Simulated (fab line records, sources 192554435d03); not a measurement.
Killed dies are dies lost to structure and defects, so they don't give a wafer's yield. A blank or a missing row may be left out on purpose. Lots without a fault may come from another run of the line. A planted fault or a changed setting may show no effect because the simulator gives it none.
Chamber matching | flow n5_finfet | N5_HKMG_FIN_DESCUM_17 on rie_diel-03: 4 sister chambers
The step chemistry O2, time 7.9 s. 4 wafers are shown with their chamber, then 8 later ones without.

WAFERS WITH THEIR CHAMBER
wafer  | chamber | throttle_valve_pct (%)
L081.6 | 1       | 20.5
L082.4 | 2       | 20.6
L082.6 | 3       | 20.5
L087.1 | 0       | 20.9

WAFERS WITHOUT THEIR CHAMBER
wafer  | throttle_valve_pct (%)
L087.2 | 20.7
L087.5 | 20.5
L089.1 | 20.5
L089.4 | 20.5
L089.6 | 20.5
L094.4 | 20.7
L094.5 | 20.5
L094.6 | 20.6

WHICH CHAMBER EACH WENT THROUGH
wafer  | from the rows above     | in truth
L087.2 | 2                       | 2
L087.5 | can't be placed: 1 or 3 | 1
L089.1 | can't be placed: 1 or 3 | 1
L089.4 | can't be placed: 1 or 3 | 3
L089.6 | can't be placed: 1 or 3 | 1
L094.4 | 2                       | 2
L094.5 | can't be placed: 1 or 3 | 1
L094.6 | 2                       | 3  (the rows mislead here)
Placed correctly: 2 of 8. Can't be placed from these rows: 5 (the true chamber is among the candidates in 5). Placed wrongly: 1.
How it was worked out, from the rows above alone: a wafer's distance from a chamber is the root of the sum, over the readings, of the square of ((its reading less the chamber's mean) divided by the reading's scatter). The wafer belongs to the nearest chamber; if the next one is less than 2 further off, it can't be placed. A chamber's mean is the mean of its shown wafers. The scatter: with one shown wafer a chamber, the root of the mean of the squares of how far each hidden wafer lies from its nearest shown one.
